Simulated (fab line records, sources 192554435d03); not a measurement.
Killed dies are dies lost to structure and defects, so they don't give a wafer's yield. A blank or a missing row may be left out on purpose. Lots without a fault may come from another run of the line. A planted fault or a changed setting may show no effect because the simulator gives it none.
fab line records | flow n5_finfet
record lots=8 wafers=24 last_day=17
route steps=1938 shown BEOL_M0_SAQP@635 BEOL_M0@715 BEOL_M4@1111
lots that met no fault: from a run of the same line without faults
start_h: hours from the record's first day to the start of the lot's first wafer shown | wait_h: hours since the lot's step before | " the same as in the row above | L1.1+2: a row that stands for several wafers | - no value, or no start given | * or withheld: withheld | < > ~ a bound
route shown NAME@n: a module of which the file shows steps, and the number in the route of the first | usual: mean/standard deviation of fault-free wafers | same: alike in all rows | chamber/n: place in a boat | sites: the reading at each site | _std_site: their standard deviation | _edge_site: outer sites' mean less inner sites' | radius_mm: how far each site lies from the wafer's centre | mask NAME#n: copy n | behind: the tool/chamber that last shaped the wafer | hold: why the lot was held/for how many hours/how that ended | device: the transistor (n, p or np) that didn't switch | end of line: the same wafers' tests at the end of the route | a step without rows: its recipe alone | killed: dies lost to structure and defects at the first sort, not the wafer's yield | map: a wafer's dies, x killed, . not, _ none there
set.NAME: the setting as run; set.NAME@STEP: as run at that earlier step | model.NAME: the simulator's own value behind a step, which no gauge read
steps of the route over a sample of lots; a table a step, a row a wafer
services: from which hour (start_h, from the record's first day; less than 0 if before it) a tool's chamber was out of use, for how many hours, and why
## steps
# step N5_BEOL_M0_SAQP_PECVD_03
# recipe material=SiCN target_thk_a=120 temp_c=withheld precursor=3MS/NH3 pressure_torr=3 rf_w=202 time_s=21.1
# usual showerhead_plenum_p_Torr=3.671/0.011 throttle_valve_pct=8.8/0.55
# columns lot.wafer tool chamber start_h wait_h showerhead_plenum_p_Torr throttle_valve_pct
L489.3 pecvd-03 0 154.62 0.1 3.685 8.8
L489.5 " 2 " " 3.662 8.1
L489.6 " 0 " " 3.675 8.4
L490.1 pecvd-03 0 157.85 0.1 3.669 8.5
L490.3 " 1 " " 3.681 9.1
L490.5 " 1 " " 3.693 8.8
L492.1 pecvd-03 0 167.85 0.1 3.674 8.5
L492.3 " 2 " " 3.666 8.0
L492.6 " 1 " " 3.683 8.9
L493.1 pecvd-02 1 176.22 0.1 3.665 9.3
L493.2 " 0 " " 3.665 9.2
L493.3 " 2 " " 3.641 9.0
L496.2 pecvd-03 0 191.80 0.1 3.668 8.6
L496.4 " 1 " " 3.689 9.0
L496.6 " 0 " " 3.682 8.1
L501.1 pecvd-04 2 221.05 0.1 3.665 8.4
L501.3 " 0 " " 3.659 10.0
L501.4 " 1 " " 3.668 8.7
L502.1 pecvd-02 1 228.41 0.1 3.663 9.2
L502.5 " 1 " " 3.667 9.3
L502.6 " 0 " " 3.664 9.3
L504.1 pecvd-03 1 244.29 0.1 3.683 9.3
L504.2 " 2 " " 3.669 7.9
L504.3 " 0 " " 3.680 8.8
# step N5_BEOL_M0_SAQP_ALD_48
# recipe material=SiO2 target_thk_a=200 temp_c=100 ald_precursor_family=BDEAS ald_co_reactant=O2-plasma pulse_time_s=1 co_reactant_pulse_time_s=1 purge_time_s=2 co_reactant_purge_time_s=2 ald_cycles=139 pressure_torr=2
# usual heater_power_w=75/6.4 precursor_pulse_height_rel=1.001/0.02
# columns lot.wafer tool chamber start_h wait_h heater_power_w precursor_pulse_height_rel
L489.3 ald_sin-01 0 160.11 0.0 77 1.037
L489.5 " 2 " " 88 1.024
L489.6 " 1 " " 72 0.985
L490.1 ald_sin-04 1 162.94 0.0 74 0.974
L490.3 " 2 " " 79 1.005
L490.5 " 3 " " 82 0.980
L492.1 ald_sin-01 0 174.39 0.0 78 1.024
L492.3 " 1 " " 71 1.001
L492.6 " 0 " " 75 0.966
L493.1 ald_sin-02 2 182.17 0.9 64 0.978
L493.2 " 1 " " 72 1.003
L493.3 " 3 " " 73 1.001
L496.2 ald_sin-04 2 196.70 0.0 75 0.986
L496.4 " 1 " " 69 0.995
L496.6 " 3 " " 81 1.026
L501.1 ald_sin-02 0 227.00 0.0 74 1.029
L501.3 " 2 " " 65 1.009
L501.4 " 0 " " 73 0.991
L502.1 ald_sin-02 2 234.79 0.0 63 1.016
L502.5 " 2 " " 63 1.011
L502.6 " 1 " " 71 1.013
L504.1 ald_sin-04 0 250.91 0.0 72 0.994
L504.2 " 3 " " 80 1.023
L504.3 " 2 " " 77 1.013
# step N5_BEOL_M0_SAQP_ETCH_49
# recipe chemistry=CF4/O2 target_depth_a=370 target=SiO2 pressure_mtorr=40 source_w=535 bias_w=49 Ar_flow_sccm=100 cf4_flow_sccm=100 O2_flow_sccm=10 ion_energy_ev=100
# usual chamber_pressure_mTorr=40.01/0.04 drypump_motor_current_A=5.9/0.35 oes_f_703_au=0.81/0.084 oes_product_au=0.81/0.088 rf_vpp_V=240/3.1 showerhead_plenum_p_Torr=2.22/0.059 throttle_valve_pct=15.8/0.35
# columns lot.wafer tool chamber start_h wait_h chamber_pressure_mTorr drypump_motor_current_A oes_f_703_au oes_product_au rf_hours_counter_h rf_vpp_V showerhead_plenum_p_Torr throttle_valve_pct
L489.3 rie_diel-04 1 160.67 0.3 40.00 5.5 0.71 0.69 211 238 2.27 15.9
L489.5 " 1 " " 40.05 5.5 0.71 0.68 - 237 2.27 15.9
L489.6 " 2 " " 40.00 5.6 0.83 0.82 - 238 2.14 15.8
L490.1 rie_diel-03 1 163.46 0.3 39.94 6.1 0.75 0.75 162 243 2.29 16.3
L490.3 " 3 " " 39.99 6.4 0.76 0.77 151 240 2.30 15.8
L490.5 " 3 " " 39.95 6.4 0.76 0.77 - 239 2.30 15.8
L492.1 rie_diel-06 1 174.91 0.3 40.02 5.9 0.71 0.70 217 244 2.18 16.3
L492.3 " 3 " " 39.97 5.8 0.95 0.93 6 237 2.25 15.4
L492.6 " 0 " " 39.97 5.7 0.69 0.69 - 244 2.26 15.9
L493.1 rie_diel-03 3 182.70 0.3 39.95 6.3 0.76 0.76 156 240 2.30 15.8
L493.2 " 2 " " 39.96 6.3 0.93 0.93 17 236 2.17 15.5
L493.3 " 1 " " 39.96 6.1 0.76 0.75 167 243 2.29 16.3
L496.2 rie_diel-04 3 197.22 0.3 39.99 5.4 0.78 0.79 122 242 2.22 15.8
L496.4 " 2 " " 40.05 5.6 0.82 0.81 106 237 2.13 15.8
L496.6 " 0 " " 39.93 6.3 0.95 0.96 - 241 2.17 15.9
L501.1 rie_diel-06 0 227.53 0.3 40.04 5.7 0.68 0.68 242 242 2.26 16.0
L501.3 " 2 " " 40.03 5.2 0.81 0.81 93 245 2.23 16.1
L501.4 " 1 " " 40.09 5.9 0.69 0.68 232 245 2.17 16.4
L502.1 rie_diel-06 1 235.49 0.4 40.00 5.9 0.69 0.70 234 246 2.17 16.4
L502.5 " 3 " " 40.04 5.8 0.90 0.89 - 238 2.25 15.4
L502.6 " 2 " " 40.08 5.2 0.80 0.81 - 244 2.22 16.1
L504.1 rie_diel-03 0 251.49 0.3 40.07 5.7 0.85 0.86 69 239 2.14 15.3
L504.2 " 3 " " 39.97 6.3 0.75 0.74 177 241 2.29 15.9
L504.3 " 1 " " 39.99 6.1 0.74 0.73 188 244 2.29 16.3
# step N5_BEOL_M0_ETCH_138
# recipe chemistry=CH3F/O2 target_depth_a=120 target=SiCN time_s=31.6 ion_energy_ev=120 pressure_mtorr=30 source_w=395 bias_w=75 Ar_flow_sccm=150 CH3F_flow_sccm=30 O2_flow_sccm=20 ends=cleared
# usual chamber_pressure_mTorr=29.999/0.03 drypump_motor_current_A=5.7/0.45 etch_rf_on_time_s=29.3/0.76 oes_product_au=0.65/0.065 rf_vpp_V=296.7/1.1 showerhead_plenum_p_Torr=1.97/0.032 throttle_valve_pct=16.38/0.25
# columns lot.wafer tool chamber start_h wait_h chamber_pressure_mTorr drypump_motor_current_A etch_rf_on_time_s oes_product_au rf_hours_counter_h rf_vpp_V showerhead_plenum_p_Torr throttle_valve_pct
L489.3 rie_diel-01 3 161.33 0.0 30.017 4.8 29.3 0.62 190 296.6 1.99 16.52
L489.5 " 2 " " 29.976 5.7 29.9 0.85 - 296.8 1.97 16.27
L489.6 " 3 " " 30.001 4.8 30.3 0.63 - 297.3 1.99 16.51
L490.1 rie_diel-02 1 164.25 0.0 30.001 6.1 28.6 0.62 157 296.6 2.00 16.13
L490.3 " 3 " " 29.966 6.0 29.3 0.66 112 298.4 2.02 16.23
L490.5 " 1 " " 29.940 6.1 30.6 0.62 - 295.8 2.00 16.15
L492.1 rie_diel-02 1 175.70 0.0 30.009 6.1 31.5 0.62 161 297.9 2.00 16.15
L492.3 " 0 " " 30.010 5.6 31.3 0.68 110 296.1 1.93 16.32
L492.6 " 0 " " 30.007 5.6 31.1 0.67 - 295.2 1.93 16.34
L493.1 rie_diel-01 0 183.36 0.0 30.020 6.6 28.8 0.74 49 295.5 1.95 15.91
L493.2 " 2 " " 30.018 5.7 28.4 0.82 9 298.0 1.97 16.27
L493.3 " 1 " " 30.015 5.7 28.9 0.58 237 298.2 1.96 16.44
L496.2 rie_diel-05 2 198.42 0.0 29.996 5.1 31.9 0.60 183 295.6 1.90 16.42
L496.4 " 2 " " 30.000 5.2 31.7 0.60 - 294.8 1.90 16.40
L496.6 " 0 " " 30.007 5.1 32.4 0.57 - 297.1 1.97 16.35
L501.1 rie_diel-02 3 228.19 0.0 29.986 6.1 29.0 0.65 133 297.5 2.01 16.27
L501.3 " 0 " " 30.000 5.6 28.1 0.65 128 296.2 1.93 16.36
L501.4 " 2 " " 30.046 5.9 30.6 0.62 187 297.9 1.99 16.80
L502.1 rie_diel-02 0 236.15 0.0 29.993 5.6 27.2 0.66 130 296.9 1.93 16.36
L502.5 " 0 " " 29.999 5.6 28.5 0.66 - 297.1 1.93 16.38
L502.6 " 1 " " 29.981 6.1 28.6 0.60 - 297.2 1.99 16.21
L504.1 rie_diel-02 0 252.77 0.0 30.054 5.6 29.5 0.65 136 296.3 1.93 16.38
L504.2 " 2 " " 30.023 6.0 30.9 0.61 195 296.3 1.99 16.79
L504.3 " 3 " " 29.986 6.0 29.0 0.63 141 296.8 2.01 16.30
# step N5_BEOL_M0_ETCH_128
# recipe chemistry=CF4/N2 target_depth_a=120 overetch_a=51 target=SiCN time_s=21.4 ion_energy_ev=150 pressure_mtorr=40 source_w=430 bias_w=70 Ar_flow_sccm=100 cf4_flow_sccm=60 n2_flow_sccm=60
# usual chamber_pressure_mTorr=40.00/0.039 drypump_motor_current_A=5.7/0.43 oes_product_au=0.51/0.047 rf_vpp_V=381.4/1.2 showerhead_plenum_p_Torr=2.17/0.032 throttle_valve_pct=15.52/0.23
# columns lot.wafer tool chamber start_h wait_h chamber_pressure_mTorr drypump_motor_current_A oes_product_au rf_hours_counter_h rf_vpp_V showerhead_plenum_p_Torr throttle_valve_pct
L489.3 rie_diel-05 1 163.45 0.0 39.97 6.0 0.48 248 381.4 2.17 15.57
L489.5 " 3 " " 39.96 5.8 0.50 - 382.0 2.19 15.86
L489.6 " 2 " " 40.10 5.1 0.50 - 380.6 2.11 15.53
L490.1 rie_diel-02 1 164.77 0.1 39.94 6.1 0.49 157 382.6 2.21 15.27
L490.3 " 2 " " 39.97 5.9 0.52 166 382.8 2.21 15.87
L490.5 " 0 " " 39.98 5.6 0.55 - 382.1 2.13 15.40
L492.1 rie_diel-05 0 176.38 0.2 39.89 5.1 0.37 230 382.2 2.18 15.46
L492.3 " 3 " " 39.99 5.7 0.38 212 382.2 2.18 15.86
L492.6 " 2 " " 40.03 5.1 0.39 - 377.7 2.11 15.54
L493.1 rie_diel-05 3 184.76 0.0 39.99 5.7 0.49 217 381.7 2.18 15.88
L493.2 " 0 " " 39.95 5.1 0.46 234 381.4 2.18 15.45
L493.3 " 2 " " 40.03 5.1 0.49 177 380.8 2.11 15.56
L496.2 rie_diel-02 3 200.21 0.0 40.08 6.0 0.40 125 383.8 2.22 15.37
L496.4 " 1 " " 40.04 6.1 0.39 170 381.4 2.20 15.28
L496.6 " 2 " " 39.97 6.0 0.39 - 382.3 2.20 15.88
L501.1 rie_diel-01 2 233.20 0.1 39.96 5.7 0.62 28 381.4 2.17 15.46
L501.3 " 0 " " 40.03 6.5 0.58 62 379.4 2.15 15.05
L501.4 " 2 " " 39.98 5.7 0.62 - 382.1 2.17 15.43
L502.1 rie_diel-02 0 237.59 0.6 39.98 5.6 0.51 131 379.7 2.12 15.44
L502.5 " 1 " " 39.98 6.1 0.49 - 381.7 2.20 15.32
L502.6 " 0 " " 40.00 5.6 0.52 - 379.1 2.12 15.44
L504.1 rie_diel-02 2 256.00 0.2 40.02 5.9 0.50 197 383.1 2.20 15.92
L504.2 " 1 " " 39.95 6.1 0.49 187 382.2 2.20 15.32
L504.3 " 0 " " 40.03 5.6 0.51 137 379.6 2.12 15.47
# step N5_BEOL_M0_DEGAS_112
# recipe ambient=vacuum temp_c=250 time_s=60
# usual heater_power_w=339/35
# columns lot.wafer tool chamber start_h wait_h heater_power_w
L489.3 pvd_sputter-03 - 164.24 0.4 375
L489.5 " - " " 372
L489.6 " - " " 300
L490.1 pvd_sputter-03 - 165.20 0.0 302
L490.3 " - " " 376
L490.5 " - " " 368
L492.1 pvd_sputter-01 - 176.98 0.2 347
L492.3 " - " " 345
L492.6 " - " " 345
L493.1 pvd_sputter-03 - 185.84 0.7 373
L493.2 " - " " 309
L493.3 " - " " 333
L496.2 pvd_sputter-02 - 200.93 0.2 370
L496.4 " - " " 348
L496.6 " - " " 375
L501.1 pvd_sputter-03 - 233.86 0.3 368
L501.3 " - " " 337
L501.4 " - " " 294
L502.1 pvd_sputter-01 - 240.21 1.4 385
L502.5 " - " " 350
L502.6 " - " " 342
L504.1 pvd_sputter-03 - 257.40 1.0 336
L504.2 " - " " 368
L504.3 " - " " 304
# step N5_BEOL_M4_RC_MEAS_101
# usual DIBL_N=36.5/1.4 DIBL_P=36.5/1.6 IOFF_N=0.163/0.022 IOFF_P=0.219/0.029 ION_N=675/8.3 ION_P=464/6.2 SS_N=71.5/0.52 SS_P=73.4/0.57 VT_N=249.7/2.6 VT_P=-250/3
# columns lot.wafer tool chamber start_h wait_h DIBL_N[mV/V] DIBL_P[mV/V] IOFF_N[nA/um] IOFF_P[nA/um] ION_N[uA/um] ION_P[uA/um] SS_N[mV/dec] SS_P[mV/dec] VT_N[mV] VT_P[mV]
L489.3 prober-01 0 213.32 0.3 36.9 36.2 0.172 0.197 666 454 72.1 73.3 251.5 -250
L489.5 " 0 " " 35.8 35.2 0.154 0.188 666 454 70.6 73.4 250.5 -251
L489.6 " 0 " " 36.2 36.4 0.173 0.200 682 462 71.4 73.0 249.3 -251
L490.1 prober-01 0 214.70 0.0 33.8 32.7 0.120 0.196 666 468 71.6 72.4 251.9 -247
L490.3 " 0 " " 36.2 35.5 0.155 0.244 671 464 71.3 73.1 249.2 -247
L490.5 " 0 " " 35.3 34.8 0.140 0.230 676 472 71.5 72.8 250.8 -248
L493.1 prober-02 0 231.98 0.0 35.2 36.0 0.148 0.232 675 468 70.5 72.0 250.1 -248
L493.2 " 0 " " 36.1 36.6 0.172 0.246 668 468 71.4 72.3 247.9 -247
L493.3 " 0 " " 38.4 39.9 0.212 0.302 682 472 71.5 73.9 244.5 -244
L492.1 prober-02 0 237.77 0.0 37.1 37.8 0.162 0.220 679 462 72.3 73.8 251.9 -250
L492.3 " 0 " " 37.1 37.8 0.166 0.226 674 471 71.2 73.8 248.4 -250
L492.6 " 0 " " 36.8 37.4 0.162 0.211 685 466 71.0 73.7 249.9 -251
L496.2 prober-02 0 258.71 0.2 34.4 35.2 0.136 0.204 666 464 71.6 73.7 253.6 -250
L496.4 " 0 " " 35.7 37.0 0.159 0.217 682 461 71.2 73.5 253.2 -250
L496.6 " 0 " " 35.8 36.9 0.158 0.223 670 466 71.7 73.5 249.6 -249
L501.1 prober-02 0 285.77 0.0 37.2 37.0 0.176 0.219 682 461 71.7 73.5 249.3 -250
L501.3 " 0 " " 37.7 38.1 0.195 0.232 694 469 71.5 73.2 247.1 -251
L501.4 " 0 " " 38.3 38.3 0.203 0.244 682 465 71.7 73.7 246.3 -250
L502.1 prober-02 0 290.68 0.0 38.5 38.0 0.175 0.240 681 464 71.3 74.3 250.5 -247
L502.5 " 0 " " 38.7 37.9 0.184 0.244 666 460 71.4 74.3 248.6 -248
L502.6 " 0 " " 38.1 37.6 0.174 0.248 685 471 71.4 74.0 247.6 -247
L504.1 prober-02 0 310.36 0.0 35.7 37.9 0.170 0.230 681 472 72.5 73.4 250.1 -248
L504.2 " 0 " " 33.3 34.6 0.127 0.184 675 467 71.0 72.6 252.1 -251
L504.3 " 0 " " 35.0 36.6 0.151 0.217 675 465 71.1 73.3 250.0 -249
## services
# columns tool chamber start_h hours kind
rie_diel-04 1 139.91 2.5 repair
rie_diel-03 1 140.98 6.8 repair
rie_diel-05 0 141.50 9.7 repair
pvd_sputter-01 - 141.96 1.9 repair
pecvd-02 - 153.91 0.3 repair
ald_sin-01 3 157.56 52.7 repair
rie_diel-04 - 163.06 1.1 repair
rie_diel-05 1 163.92 15.8 repair
ald_sin-04 - 178.30 14.0 pm
rie_diel-05 1 184.07 - clean
rie_diel-05 1 184.07 - consumable_replace:focus_ring
rie_diel-05 1 184.07 21.9 scheduled_down
rie_diel-05 1 184.07 21.9 vent_cycle
pecvd-03 1 194.71 2.1 scheduled_down
rie_diel-01 0 205.00 10.7 repair
rie_diel-04 3 206.29 13.1 repair
ald_sin-04 - 207.11 14.6 pm
rie_diel-05 3 217.36 2.8 repair
rie_diel-05 0 221.67 - clean
rie_diel-05 0 221.67 - consumable_replace:focus_ring
rie_diel-01 1 226.12 7.0 repair
ald_sin-02 3 228.19 19.0 repair
pecvd-03 0 229.88 2.1 scheduled_down
ald_sin-04 - 244.53 6.1 pm
## key
first_sign step=N5_BEOL_M0_ETCH_138 reading=etch_rf_on_time_s direction=up sigmas=3.1 usual=* struck=*
effect step=N5_BEOL_M0_ETCH_128 reading=oes_product_au direction=down sigmas=2.7 usual=0.51 struck=0.39
met_at N5_BEOL_M0_SAQP_PECVD_03
struck_lots L492,L496
not_acting_at N5_BEOL_M0_SAQP_ALD_48,N5_BEOL_M0_SAQP_ETCH_49,N5_BEOL_M0_DEGAS_112
onset_between 157.85 167.85
fault kind=process_parameter_drift tool=pecvd-03 chamber=- onset_h=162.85 steps=N5_BEOL_M0_SAQP_PECVD_03 channel=time_s offset=* shape=step end_h=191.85 acts_in=* stated=*
